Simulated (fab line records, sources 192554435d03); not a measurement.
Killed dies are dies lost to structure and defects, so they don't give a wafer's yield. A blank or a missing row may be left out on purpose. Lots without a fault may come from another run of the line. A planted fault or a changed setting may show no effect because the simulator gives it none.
fab line records | flow n5_finfet | part 1 of 2: steps 1 to 22 of 30
record lots=5 wafers=15 last_day=20
route steps=1938 shown BEOL_M14@1729
lots that met no fault: from a run of the same line without faults
start_h: hours from the record's first day to the start of the lot's first wafer shown | wait_h: hours since the lot's step before | " the same as in the row above | L1.1+2: a row that stands for several wafers | - no value, or no start given | * or withheld: withheld | < > ~ a bound
route shown NAME@n: a module of which the file shows steps, and the number in the route of the first | usual: mean/standard deviation of fault-free wafers | same: alike in all rows | chamber/n: place in a boat | sites: the reading at each site | _std_site: their standard deviation | _edge_site: outer sites' mean less inner sites' | radius_mm: how far each site lies from the wafer's centre | mask NAME#n: copy n | behind: the tool/chamber that last shaped the wafer | hold: why the lot was held/for how many hours/how that ended | device: the transistor (n, p or np) that didn't switch | end of line: the same wafers' tests at the end of the route | a step without rows: its recipe alone | killed: dies lost to structure and defects at the first sort, not the wafer's yield | map: a wafer's dies, x killed, . not, _ none there
set.NAME: the setting as run; set.NAME@STEP: as run at that earlier step | model.NAME: the simulator's own value behind a step, which no gauge read
lots at some steps of the route; a table a step, a row a wafer
services: from which hour (start_h, from the record's first day; less than 0 if before it) a tool's chamber was out of use, for how many hours, and why
## steps
# step N5_BEOL_M14_DESCUM_15
# recipe chemistry=O2 time_s=7.9 source_power_w=50 bias_power_w=20 pressure_mtorr=20 rf_frequency_hz=2.712e+07 temp_c=40 o2_flow_sccm=225
# usual drypump_motor_current_A=5.6/0.4 oes_product_au=0.82/0.077 rf_vpp_V=243.5/1.4 showerhead_plenum_p_Torr=2.11/0.079 throttle_valve_pct=20.44/0.18
# columns lot.wafer tool chamber start_h wait_h drypump_motor_current_A oes_product_au rf_hours_counter_h rf_vpp_V showerhead_plenum_p_Torr throttle_valve_pct
L077.2 rie_diel-04 1 302.19 0.0 5.6 0.83 85 242.4 2.02 20.61
L077.3 " 3 " " 5.1 0.94 23 244.6 2.14 20.35
L077.5 " 3 " " 5.1 0.94 - 244.4 2.14 20.34
L084.1 rie_diel-02 3 397.47 0.0 5.7 0.73 217 240.8 1.99 20.73
L084.2 " 0 " " 5.6 0.99 2 244.8 2.24 20.09
L084.3 " 2 " " 5.6 0.75 170 244.4 2.17 20.59
L086.1 rie_diel-04 1 412.38 0.0 5.6 0.80 118 241.7 2.01 20.66
L086.2 " 3 " " 5.1 0.88 54 243.6 2.13 20.40
L086.4 " 1 " " 5.6 0.80 - 241.8 2.01 20.66
L090.1 rie_diel-04 1 423.92 0.0 5.5 0.80 122 241.3 2.01 20.66
L090.2 " 3 " " 5.1 0.88 59 243.8 2.13 20.39
L090.4 " 0 " " 6.1 0.84 74 244.0 2.20 20.33
L088.1 rie_diel-04 0 436.72 0.1 6.1 0.84 79 244.9 2.20 20.34
L088.3 " 2 " " 5.2 0.87 40 242.8 2.03 20.17
L088.4 " 1 " " 5.5 0.79 127 241.4 2.01 20.66
# step N5_BEOL_M14_ETCH_59
# recipe chemistry=N2/H2 target=BARC target_depth_a=890 overetch_a=267 time_s=67.9 ion_energy_ev=200 pressure_mtorr=30 source_w=840 bias_w=150 n2_flow_sccm=200 h2_flow_sccm=200
# usual drypump_motor_current_A=5.6/0.4 h2_flow_sccm=200.0/0.57 oes_product_au=0.70/0.061 rf_vpp_V=524.5/2.8 showerhead_plenum_p_Torr=2.56/0.098 throttle_valve_pct=17.91/0.21
# columns lot.wafer tool chamber start_h wait_h drypump_motor_current_A h2_flow_sccm oes_product_au rf_hours_counter_h rf_vpp_V showerhead_plenum_p_Torr throttle_valve_pct
L077.2 rie_diel-04 1 302.22 0.0 5.6 200.5 0.71 85 523.1 2.47 18.08
L077.3 " 3 " " 5.1 199.8 0.78 23 524.6 2.59 17.81
L077.5 " 3 " " 5.1 200.1 0.79 - 526.2 2.59 17.82
L084.1 rie_diel-02 3 397.51 0.0 5.6 199.9 0.62 217 521.4 2.41 18.19
L084.2 " 0 " " 5.6 200.3 0.84 2 529.6 2.72 17.46
L084.3 " 2 " " 5.7 200.2 0.63 170 526.5 2.65 18.18
L086.1 rie_diel-04 1 412.41 0.0 5.6 200.3 0.69 118 520.2 2.45 18.14
L086.2 " 3 " " 5.1 200.7 0.74 54 524.5 2.58 17.86
L086.4 " 1 " " 5.6 199.4 0.70 - 520.9 2.45 18.13
L090.1 rie_diel-04 1 423.96 0.0 5.6 200.0 0.68 122 522.2 2.45 18.13
L090.2 " 3 " " 5.1 200.5 0.74 59 524.2 2.58 17.89
L090.4 " 0 " " 6.1 200.2 0.72 74 527.2 2.69 17.87
L088.1 rie_diel-04 0 436.75 0.0 6.1 200.2 0.71 79 528.1 2.69 17.85
L088.3 " 2 " " 5.1 200.0 0.74 40 521.1 2.47 17.55
L088.4 " 1 " " 5.6 199.6 0.68 127 520.7 2.45 18.16
# step N5_BEOL_M14_VIA_ETCH_16
# recipe chemistry=C4F8/O2/Ar target=SiO2 he_inner_torr=15 he_outer_torr=30 target_depth_a=12313 time_s=withheld ion_energy_ev=800 pressure_mtorr=20 source_w=1905 bias_w=2040 Ar_flow_sccm=400 C4F8_flow_sccm=16 O2_flow_sccm=12 ends=cleared
# usual drypump_motor_current_A=5.6/0.4 oes_f_703_au=0.82/0.073 oes_product_au=0.74/0.07 rf_vpp_V=2224/19 showerhead_plenum_p_Torr=3.46/0.12 throttle_valve_pct=30.88/0.15
# columns lot.wafer tool chamber start_h wait_h drypump_motor_current_A oes_f_703_au oes_product_au rf_vpp_V showerhead_plenum_p_Torr throttle_valve_pct
L077.2 rie_diel-04 1 302.27 0.0 5.6 0.83 0.76 2216 3.33 31.07
L077.3 " 3 " " 5.1 0.92 0.85 2228 3.49 30.78
L077.5 " 3 " " 5.1 0.92 0.85 2229 3.49 30.79
L084.1 rie_diel-02 3 397.56 0.0 5.6 0.71 0.65 2208 3.27 31.12
L084.2 " 0 " " 5.6 0.99 0.90 2267 3.66 30.62
L084.3 " 2 " " 5.7 0.74 0.67 2250 3.55 31.05
L086.1 rie_diel-04 1 412.47 0.0 5.5 0.81 0.72 2216 3.31 31.09
L086.2 " 3 " " 5.1 0.87 0.79 2225 3.48 30.79
L086.4 " 1 " " 5.5 0.80 0.72 2216 3.32 31.10
L090.1 rie_diel-04 1 424.01 0.0 5.6 0.80 0.73 2215 3.31 31.13
L090.2 " 3 " " 5.1 0.87 0.80 2227 3.48 30.82
L090.4 " 0 " " 6.1 0.84 0.77 2243 3.61 30.77
L088.1 rie_diel-04 0 436.80 0.0 6.1 0.83 0.75 2244 3.60 30.78
L088.3 " 2 " " 5.2 0.87 0.78 2204 3.36 30.69
L088.4 " 1 " " 5.6 0.79 0.71 2216 3.31 31.10
# step N5_BEOL_M14_STRIP_63
# recipe chemistry=O2 power_w=600 temp_c=60 pressure_mtorr=30 rf_frequency_hz=6e+07 bias_power_w=0 overash_fraction=0.3 o2_flow_sccm=225
# usual drypump_motor_current_A=5.6/0.4 oes_product_au=0.82/0.076 rf_vpp_V=3.8/0.92 showerhead_plenum_p_Torr=2.11/0.079 throttle_valve_pct=16.68/0.19
# columns lot.wafer tool chamber start_h wait_h drypump_motor_current_A oes_product_au rf_hours_counter_h rf_vpp_V showerhead_plenum_p_Torr throttle_valve_pct
L077.2 rie_diel-04 1 - - 5.6 0.83 85 3.6 2.03 16.84
L077.3 " 3 " " 5.1 0.93 24 3.1 2.15 16.53
L077.5 " 3 " " 5.1 0.93 - 4.0 2.15 16.51
L084.1 rie_diel-02 3 - - 5.6 0.73 217 3.3 1.99 16.97
L084.2 " 0 " " 5.6 0.98 2 3.2 2.24 16.26
L084.3 " 2 " " 5.7 0.73 170 3.3 2.17 16.84
L086.1 rie_diel-04 1 - - 5.6 0.81 118 4.5 2.02 16.87
L086.2 " 3 " " 5.1 0.88 54 2.5 2.14 16.58
L086.4 " 1 " " 5.5 0.80 - 4.1 2.02 16.89
L090.1 rie_diel-04 1 - - 5.5 0.80 122 4.3 2.01 16.88
L090.2 " 3 " " 5.1 0.88 59 2.8 2.13 16.58
L090.4 " 0 " " 6.1 0.84 74 3.9 2.21 16.59
L088.1 rie_diel-04 0 - - 6.1 0.83 80 2.8 2.21 16.57
L088.3 " 2 " " 5.1 0.88 40 4.3 2.04 16.43
L088.4 " 1 " " 5.6 0.79 127 4.0 2.01 16.89
# step N5_BEOL_M14_STRIP_64
# recipe chemistry=O2 power_w=600 temp_c=60 pressure_mtorr=30 rf_frequency_hz=6e+07 bias_power_w=0 overash_fraction=0.3 o2_flow_sccm=225
# usual drypump_motor_current_A=5.6/0.4 oes_product_au=0.82/0.077 rf_vpp_V=3.7/0.44 showerhead_plenum_p_Torr=2.11/0.079 throttle_valve_pct=16.67/0.19
# columns lot.wafer tool chamber start_h wait_h drypump_motor_current_A oes_product_au rf_hours_counter_h rf_vpp_V showerhead_plenum_p_Torr throttle_valve_pct
L077.2 rie_diel-04 1 - - 5.6 0.84 85 3.4 2.03 16.82
L077.3 " 3 " " 5.1 0.94 24 3.8 2.15 16.52
L077.5 " 3 " " 5.1 0.94 - 4.1 2.15 16.53
L084.1 rie_diel-02 3 - - 5.6 0.72 217 3.4 1.99 16.99
L084.2 " 0 " " 5.6 0.99 2 3.8 2.24 16.28
L084.3 " 2 " " 5.6 0.74 170 3.7 2.17 16.85
L086.1 rie_diel-04 1 - - 5.6 0.80 118 3.8 2.02 16.88
L086.2 " 3 " " 5.1 0.89 55 3.8 2.14 16.58
L086.4 " 1 " " 5.6 0.80 - 3.8 2.02 16.88
L090.1 rie_diel-04 1 - - 5.5 0.80 123 4.0 2.01 16.91
L090.2 " 3 " " 5.1 0.87 59 3.7 2.13 16.61
L090.4 " 0 " " 6.1 0.85 74 3.9 2.21 16.57
L088.1 rie_diel-04 0 - - 6.1 0.84 80 3.6 2.21 16.59
L088.3 " 2 " " 5.2 0.88 40 3.6 2.04 16.42
L088.4 " 1 " " 5.5 0.79 127 2.9 2.01 16.92
# step N5_BEOL_M14_STRIP_71
# recipe chemistry=post_etch_residue_remover time_s=60 temp_c=25 remover_ph=withheld remover_water_wt_pct=withheld remover_fluoride_wt_pct=withheld
# columns lot.wafer tool chamber start_h wait_h
L077.2+3+5 wet_bench-06 4,1,0 302.56 -
L084.1+2+3 wet_bench-05 7,3,2 397.85 -
L086.1+2+4 wet_bench-03 2,4,3 412.76 -
L090.1+2+4 wet_bench-06 1,0,5 424.30 -
L088.1+3+4 wet_bench-03 2,1,3 437.09 -
# step N5_BEOL_M14_SRD_72
# recipe time_s=30 temp_c=23 rinse_liquid=diw dry=n2_spin spin_rpm=1500 dry_time_s=30
# columns lot.wafer tool chamber start_h wait_h
L077.2+3+5 wet_bench-06 4,1,0 302.58 0.0
L084.1+2+3 wet_bench-05 7,3,2 397.87 0.0
L086.1+2+4 wet_bench-03 2,4,3 412.77 0.0
L090.1+2+4 wet_bench-06 1,0,5 424.32 0.0
L088.1+3+4 wet_bench-03 2,1,3 437.11 0.0
# step N5_BEOL_M14_CD_MEAS_17
# recipe target_cd_nm=250 polarity=opening
# usual cd_nm=250.7/1.5
# columns lot.wafer tool chamber start_h wait_h cd_nm
L077.2 cd_sem-03 - 302.62 0.0 249.9
L077.3 " - " " 250.6
L077.5 " - " " 250.6
L084.1 cd_sem-01 - 397.91 0.0 248.4
L084.2 " - " " 250.2
L084.3 " - " " 249.1
L086.1 cd_sem-01 - 412.81 0.0 251.9
L086.2 " - " " 249.9
L086.4 " - " " 250.0
L090.1 cd_sem-01 - 424.36 0.0 252.6
L090.2 " - " " 252.7
L090.4 " - " " 251.3
L088.1 cd_sem-01 - 437.16 0.0 252.6
L088.3 " - " " 251.7
L088.4 " - " " 250.9
# step N5_BEOL_M14_COAT_65
# recipe resist=SOC temp_c=250 time_s=60 spin_rpm=1500 resist_thk_nm=450
# columns lot.wafer tool chamber start_h wait_h
L077.2+3+5 litho_track-05 0 302.66 0.0
L084.1+2+3 litho_track-05 0 397.94 0.0
L086.1+2+4 litho_track-02 0 412.85 0.0
L090.1+2+4 litho_track-03 0 424.39 0.0
L088.1+3+4 litho_track-03 0 437.19 0.0
# step N5_BEOL_M14_COAT_66
# recipe resist=SiARC temp_c=220 time_s=60 spin_rpm=1500 resist_thk_nm=110
# columns lot.wafer tool chamber start_h wait_h
L077.2+3+5 litho_track-05 0 - -
L084.1+2+3 litho_track-05 0 - -
L086.1+2+4 litho_track-02 0 - -
L090.1+2+4 litho_track-03 0 - -
L088.1+3+4 litho_track-03 0 - -
# step N5_BEOL_M14_COAT_22
# recipe spin_rpm=2888 resist_thk_nm=300
# columns lot.wafer tool chamber start_h wait_h
L077.2+3+5 litho_track-05 0 - -
L084.1+2+3 litho_track-05 0 - -
L086.1+2+4 litho_track-02 0 - -
L090.1+2+4 litho_track-03 0 - -
L088.1+3+4 litho_track-03 0 - -
# step N5_BEOL_M14_EBR_24
# recipe solvent=PGMEA ebr_width_mm=1.5
# columns lot.wafer tool chamber start_h wait_h
L077.2+3+5 litho_track-05 0 - -
L084.1+2+3 litho_track-05 0 - -
L086.1+2+4 litho_track-02 0 - -
L090.1+2+4 litho_track-03 0 - -
L088.1+3+4 litho_track-03 0 - -
# step N5_BEOL_M14_SOFTBAKE_23
# recipe temp_c=130 time_s=60
# columns lot.wafer tool chamber start_h wait_h
L077.2+3+5 litho_track-05 0 - -
L084.1+2+3 litho_track-05 0 - -
L086.1+2+4 litho_track-02 0 - -
L090.1+2+4 litho_track-03 0 - -
L088.1+3+4 litho_track-03 0 - -
# step N5_BEOL_M14_EXPOSE_25
# recipe mask_id=M14 na=0.8 source_shape=annular sigma_inner=0.5 sigma_outer=0.8 polarization=unpolarized target_cd_nm=280 dose_mj=26.6
# columns lot.wafer tool chamber start_h wait_h mask
L077.2+3+5 krf_scanner-02 0 302.78 - M14#0
L084.1+2+3 krf_scanner-02 0 398.06 - M14#0
L086.1+2+4 krf_scanner-01 0 413.09 - M14#0
L090.1+2+4 krf_scanner-02 0 424.64 - M14#0
L088.1+3+4 krf_scanner-02 0 437.31 - M14#0
# step N5_BEOL_M14_PEB_26
# recipe peb_temp_c=130 peb_time_s=90
# columns lot.wafer tool chamber start_h wait_h
L077.2+3+5 litho_track-02 0 302.83 0.0
L084.1+2+3 litho_track-05 0 398.12 0.1
L086.1+2+4 litho_track-05 0 413.15 0.1
L090.1+2+4 litho_track-03 0 424.69 0.1
L088.1+3+4 litho_track-02 0 437.37 0.1
# step N5_BEOL_M14_DEVELOP_27
# recipe develop_time_s=45 rinse_liquid=diw dry=air_spin dev_temp_c=21
# usual developer_temp_C=21.01/0.1
# columns lot.wafer tool chamber start_h wait_h developer_temp_C
L077.2 litho_track-02 0 - - 21.11
L077.3 " 0 " " 20.99
L077.5 " 0 " " 21.00
L084.1 litho_track-05 0 - - 21.01
L084.2 " 0 " " 21.02
L084.3 " 0 " " 21.02
L086.1 litho_track-05 0 - - 21.08
L086.2 " 0 " " 20.93
L086.4 " 0 " " 21.01
L090.1 litho_track-03 0 - - 21.04
L090.2 " 0 " " 20.89
L090.4 " 0 " " 20.97
L088.1 litho_track-02 0 - - 21.06
L088.3 " 0 " " 20.94
L088.4 " 0 " " 20.96
# step N5_BEOL_M14_HARDBAKE_32
# recipe temp_c=130 time_s=120
# columns lot.wafer tool chamber start_h wait_h
L077.2+3+5 litho_track-02 0 - -
L084.1+2+3 litho_track-05 0 - -
L086.1+2+4 litho_track-05 0 - -
L090.1+2+4 litho_track-03 0 - -
L088.1+3+4 litho_track-02 0 - -
# step N5_BEOL_M14_CD_MEAS_28
# recipe target_cd_nm=284.4 landing_energy_ev=500 detector=se_inlens
# usual cd_nm=284.4/1.6
# columns lot.wafer tool chamber start_h wait_h cd_nm
L077.2 cd_sem-02 0 302.95 - 283.5
L077.3 " 0 " " 282.2
L077.5 " 0 " " 286.0
L084.1 cd_sem-01 0 398.24 - 282.3
L084.2 " 0 " " 286.0
L084.3 " 0 " " 283.9
L086.1 cd_sem-03 0 413.27 - 282.8
L086.2 " 0 " " 281.7
L086.4 " 0 " " 279.8
L090.1 cd_sem-03 0 424.81 - 284.2
L090.2 " 0 " " 282.7
L090.4 " 0 " " 284.3
L088.1 cd_sem-03 0 437.48 - 281.2
L088.3 " 0 " " 282.5
L088.4 " 0 " " 282.3
# step N5_BEOL_M14_OVL_MEAS_29
# recipe points_per_wafer=44
# usual M14_OVL=-2/6.1
# columns lot.wafer tool chamber start_h wait_h M14_OVL[nm]
L077.2 overlay-02 0 302.98 0.0 -5
L077.3 " 0 " " -7
L077.5 " 0 " " -11
L084.1 overlay-02 0 398.27 0.0 -8
L084.2 " 0 " " 2
L084.3 " 0 " " -2
L086.1 overlay-01 0 413.30 0.0 3
L086.2 " 0 " " 2
L086.4 " 0 " " 0
L090.1 overlay-01 0 424.84 0.0 3
L090.2 " 0 " " 0
L090.4 " 0 " " -2
L088.1 overlay-01 0 437.51 0.0 -16
L088.3 " 0 " " -23
L088.4 " 0 " " -10
# step N5_BEOL_M14_INSPECT_30
# recipe mode=adi inspect_instrument=macro
# usual raw_defect_count=2.0/1.3
# columns lot.wafer tool chamber start_h wait_h raw_defect_count
L077.2 defect_inspect-01 - 303.00 0.0 3
L077.3 " - " " 2
L077.5 " - " " 1
L084.1 defect_inspect-01 - 398.29 0.0 1
L084.2 " - " " 2
L084.3 " - " " 3
L086.1 defect_inspect-01 - 413.32 0.0 3
L086.2 " - " " 3
L086.4 " - " " 2
L090.1 defect_inspect-01 - 424.86 0.0 3
L090.2 " - " " 0
L090.4 " - " " 2
L088.1 defect_inspect-02 - 437.54 0.0 1
L088.3 " - " " 3
L088.4 " - " " 1
# step N5_BEOL_M14_DESCUM_33
# recipe chemistry=O2 time_s=7.9 source_power_w=50 bias_power_w=20 pressure_mtorr=20 rf_frequency_hz=2.712e+07 temp_c=40 o2_flow_sccm=225
# usual drypump_motor_current_A=5.6/0.37 oes_product_au=0.83/0.084 rf_vpp_V=243.6/1.5 showerhead_plenum_p_Torr=2.11/0.08 throttle_valve_pct=20.42/0.2
# columns lot.wafer tool chamber start_h wait_h drypump_motor_current_A oes_product_au rf_hours_counter_h rf_vpp_V showerhead_plenum_p_Torr throttle_valve_pct
L077.2 rie_diel-04 3 303.18 0.2 5.1 0.93 24 243.9 2.14 20.32
L077.3 " 0 " " 6.1 0.88 45 245.0 2.22 20.30
L077.5 " 3 " " 5.2 0.94 - 244.7 2.14 20.33
L084.1 rie_diel-04 1 398.47 0.2 5.5 0.81 113 242.2 2.01 20.67
L084.2 " 3 " " 5.1 0.89 50 244.7 2.13 20.39
L084.3 " 2 " " 5.1 0.90 26 242.1 2.04 20.15
L086.1 rie_diel-04 1 413.35 0.0 5.6 0.79 118 241.4 2.01 20.67
L086.2 " 2 " " 5.1 0.89 31 244.4 2.04 20.15
L086.4 " 3 " " 5.1 0.88 - 244.3 2.13 20.40
L090.1 rie_diel-02 1 425.06 0.2 5.8 0.68 245 243.6 2.15 20.54
L090.2 " 0 " " 5.6 0.95 9 246.3 2.23 20.12
L090.4 " 3 " " 5.6 0.71 225 241.5 1.98 20.75
L088.1 rie_diel-02 1 437.84 0.3 5.8 0.68 250 244.4 2.15 20.55
L088.3 " 3 " " 5.6 0.71 230 241.8 1.98 20.74
L088.4 " 0 " " 5.6 0.93 14 245.5 2.23 20.11
# step N5_BEOL_M14_ETCH_67
# recipe chemistry=CF4 target=SiARC target_depth_a=1430 time_s=238.3 ion_energy_ev=80 pressure_mtorr=40 source_w=545 bias_w=36 Ar_flow_sccm=100 cf4_flow_sccm=100 ends=cleared
# usual drypump_motor_current_A=5.6/0.37 etch_rf_on_time_s=238/4.2 oes_product_au=0.71/0.073 rf_vpp_V=184.4/1.3 showerhead_plenum_p_Torr=2.16/0.077 throttle_valve_pct=15.60/0.2
# columns lot.wafer tool chamber start_h wait_h drypump_motor_current_A etch_rf_on_time_s oes_product_au rf_hours_counter_h rf_vpp_V showerhead_plenum_p_Torr throttle_valve_pct
L077.2 rie_diel-04 3 303.21 0.0 5.1 236 0.79 24 185.0 2.18 15.41
L077.3 " 0 " " 6.1 236 0.74 45 187.1 2.26 15.48
L077.5 " 3 " " 5.1 237 0.79 - 184.9 2.18 15.41
L084.1 rie_diel-04 1 398.51 0.0 5.6 240 0.69 113 182.3 2.06 15.83
L084.2 " 3 " " 5.1 235 0.75 50 185.2 2.17 15.46
L084.3 " 2 " " 5.1 232 0.78 26 183.6 2.10 15.40
L086.1 rie_diel-04 1 413.39 0.0 5.6 242 0.69 118 183.0 2.06 15.83
L086.2 " 2 " " 5.2 234 0.77 31 183.2 2.10 15.40
L086.4 " 3 " " 5.1 236 0.75 - 185.4 2.17 15.48
L090.1 rie_diel-02 1 425.09 0.0 5.8 240 0.58 245 184.6 2.19 15.78
L090.2 " 0 " " 5.6 239 0.81 9 186.3 2.28 15.24
L090.4 " 3 " " 5.6 251 0.59 225 182.9 2.03 15.93
L088.1 rie_diel-02 1 437.88 0.0 5.8 237 0.58 250 185.0 2.19 15.78
L088.3 " 3 " " 5.6 246 0.60 230 183.5 2.03 15.93
L088.4 " 0 " " 5.6 237 0.81 14 186.0 2.28 15.26
